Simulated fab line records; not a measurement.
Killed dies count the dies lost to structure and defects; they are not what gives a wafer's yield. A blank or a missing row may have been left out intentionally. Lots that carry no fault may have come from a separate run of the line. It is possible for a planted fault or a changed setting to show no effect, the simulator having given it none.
Chamber matching	flow nand harc	ald metal-04 running NHARC_A_CONTACT_ALD_18: 4 sister chambers
The step deposits TiN, target thk 3 nm, pulse time 1 s, ald cycles 150. 4 wafers are shown with their chamber, then 9 later ones without.

== WAFERS, EACH WITH ITS CHAMBER ==
wafer	chamber	heater power w (W)
L085.6	3	1061
L087.1	2	1052
L087.2	0	1112
L087.5	1	1060

== WAFERS WHOSE CHAMBER IS MISSING ==
wafer	heater power w (W)
L094.3	1135
L094.4	1098
L094.5	1132
L096.1	1147
L096.3	1082
L096.5	1148
L097.2	1109
L097.3	1070
L097.6	1047

== WHICH CHAMBER EACH WENT THROUGH ==
wafer	from the rows above	in truth
L094.3	0	0
L094.4	can't be placed: 0 or 3 or 1 or 2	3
L094.5	0	0
L096.1	0	0
L096.3	can't be placed: 3 or 1 or 0 or 2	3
L096.5	0	0
L097.2	0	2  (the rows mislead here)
L097.3	can't be placed: 3 or 1 or 2 or 0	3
L097.6	can't be placed: 2 or 1 or 3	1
Correct placement for 4 of the 9. These rows do not allow placing 4 (true chamber among the candidates in 4). Number placed wrongly: 1.
How it was worked out, from the rows above alone: a wafer's distance from a chamber is the root of the sum, over the readings, of the square of ((its reading less the chamber's mean) divided by the reading's scatter). If the next closest chamber is less than 2 further off than the closest, the wafer can't be placed; otherwise it belongs to the closest. For every chamber, the mean is computed from those of its wafers that are shown. The scatter: root of mean squared gap, hidden wafer to nearest shown wafer, with one shown wafer a chamber.
